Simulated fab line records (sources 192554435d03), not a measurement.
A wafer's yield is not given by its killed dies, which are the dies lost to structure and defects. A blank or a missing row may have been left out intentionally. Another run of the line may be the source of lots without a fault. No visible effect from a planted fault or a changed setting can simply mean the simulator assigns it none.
Matching of chambers -- flow n5-finfet -- N5_BEOL_M15_CMP_49 on cmp-03 has 4 sister chambers
The step polishes, stops on SiO2, t overpolish 4.9 s, target thk 850 nm. 7 wafers are shown with their chamber, then 7 later ones without.

## WAFERS PAIRED WITH THEIR CHAMBERS
wafer,chamber,motor-current-A (A),barrier-field-endpoint-s (s)
L075.4,2,9.2,11.70
L079.6,3,9.5,11.34
L081.1,1,9.2,11.01
L081.2,0,7.2,11.33
L081.5,0,7.1,11.50
L089.3,1,9.0,11.31
L089.4,2,9.9,11.40

## WAFERS MISSING THEIR CHAMBER
wafer,motor-current-A (A),barrier-field-endpoint-s (s)
L089.5,7.0,11.45
L091.1,9.2,11.03
L091.3,8.9,11.35
L091.4,7.1,11.53
L096.1,9.3,11.16
L096.2,9.6,10.95
L096.4,7.5,11.39

## WHICH CHAMBER EACH WENT THROUGH
wafer,from the rows above,in truth
L089.5,0,0
L091.1,can't be placed: 1 or 3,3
L091.3,can't be placed: 1 or 3 or 2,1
L091.4,0,0
L096.1,can't be placed: 1 or 3 or 2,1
L096.2,can't be placed: 1 or 3 or 2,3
L096.4,0,0
3 of 7 placed correctly. From these rows, 4 cannot be placed; in 4 the true chamber is one of the candidates. Wrongly placed: 0.
How it was worked out, from the rows above alone: a wafer's distance from a chamber is the root of the sum, over the readings, of the square of ((its reading less the chamber's mean) divided by the reading's scatter). The wafer belongs to the nearest chamber; if the next one is less than 2 further off, it can't be placed. Each chamber's mean is taken over the wafers shown for it. The scatter: take each reading less its chamber's mean, square it, sum over the shown wafers, divide by the number of wafers less the number of chambers, and take the root.
